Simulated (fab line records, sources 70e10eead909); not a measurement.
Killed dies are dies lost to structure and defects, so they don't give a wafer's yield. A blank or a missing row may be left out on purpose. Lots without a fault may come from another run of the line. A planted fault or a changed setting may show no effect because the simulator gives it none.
Which tool did it? | flow nand_harc | 6 lots, 18 wafers sampled, at 5 steps of a route of 1302

WHAT THE GAUGES READ, wafer by wafer
NHARC_END_SORT_01.
lot  | measured     | on        | killed_open
L394 | day 28 11:44 | prober-01 | 2 3 5
L398 | day 28 19:31 | prober-02 | 1 4 4
L405 | day 31 16:08 | prober-02 | 9 4 1

WHICH TOOL RAN EACH LOT (tool, then ch and the chambers of the sampled wafers, then the start)
lot  | NHARC_A_CONTACT_ETCH_128             | NHARC_A_CONTACT_ETCH_106           | NHARC_A_CONTACT_STRIP_82                      | NHARC_A_CONTACT_DEP_85
L388 | har_cap_etch-02 ch 0,1, day 22 10:44 | rie_diel-11 ch 1,2, day 22 13:40   | rie_diel-11 ch 0,1, day 22 16:26 or earlier   | pecvd-04 ch 0,2, day 22 16:26
L394 | har_cap_etch-02 ch 0,1, day 25 23:38 | rie_diel-09 ch 0,2,3, day 26 01:49 | rie_diel-09 ch 0,1,2, day 26 07:39 or earlier | pecvd-01 ch 0,2, day 26 07:39
L398 | har_cap_etch-03 ch 0,1, day 26 08:34 | rie_diel-09 ch 0,2,3, day 26 10:43 | rie_diel-09 ch 0,1, day 26 13:10 or earlier   | pecvd-01 ch 0,1, day 26 13:10
L405 | har_cap_etch-03 ch 0,1, day 29 02:17 | rie_diel-11 ch 0,2,3, day 29 04:29 | rie_diel-11 ch 0,1,3, day 29 09:23 or earlier | pecvd-03 ch 0,1, day 29 09:23
L407 | har_cap_etch-03 ch 0,1, day 30 06:53 | rie_diel-09 ch 0,1,2, day 30 09:22 | rie_diel-09 ch 0,2,3, day 30 11:46 or earlier | pecvd-03 ch 0,2, day 30 11:46
L410 | har_cap_etch-03 ch 0,1, day 31 17:14 | rie_diel-08 ch 0,2, day 31 19:25   | rie_diel-08 ch 0,2,3, day 32 05:14 or earlier | pecvd-04 ch 0,1,2, day 32 05:14
- NHARC_A_CONTACT_ETCH_128: etches the open film in C4F8/O2/Ar, time 197 s, target depth 1918 nm.
- NHARC_A_CONTACT_ETCH_106: etches the open film in CF4/O2, target depth 90 nm, overetch 9 nm, time 49.5 s.
- NHARC_A_CONTACT_STRIP_82: strips in O2.
- NHARC_A_CONTACT_DEP_85: deposits SiON, target thk 60 nm.

THE ANSWER, worked out from the rows above alone
Rule: what is usual is taken from the lots themselves. Put in order of their means at a reading, lots are off if they are a third of the lots or fewer, leave a main group of 4 or more, and stand apart from it by a gap of 3 or more times the standard deviation of the main group's means; of several such gaps the widest counts. A main group whose means are all the same, to the digits that the tables above print for the reading, isn't used. A lot without any number at a reading at which 4 lots or more have one is off too. The other lots that the step has rows for count as sound.
No lot is off at any reading shown: from this, nothing can be told.

WHAT THE SIMULATOR HAD PUT IN
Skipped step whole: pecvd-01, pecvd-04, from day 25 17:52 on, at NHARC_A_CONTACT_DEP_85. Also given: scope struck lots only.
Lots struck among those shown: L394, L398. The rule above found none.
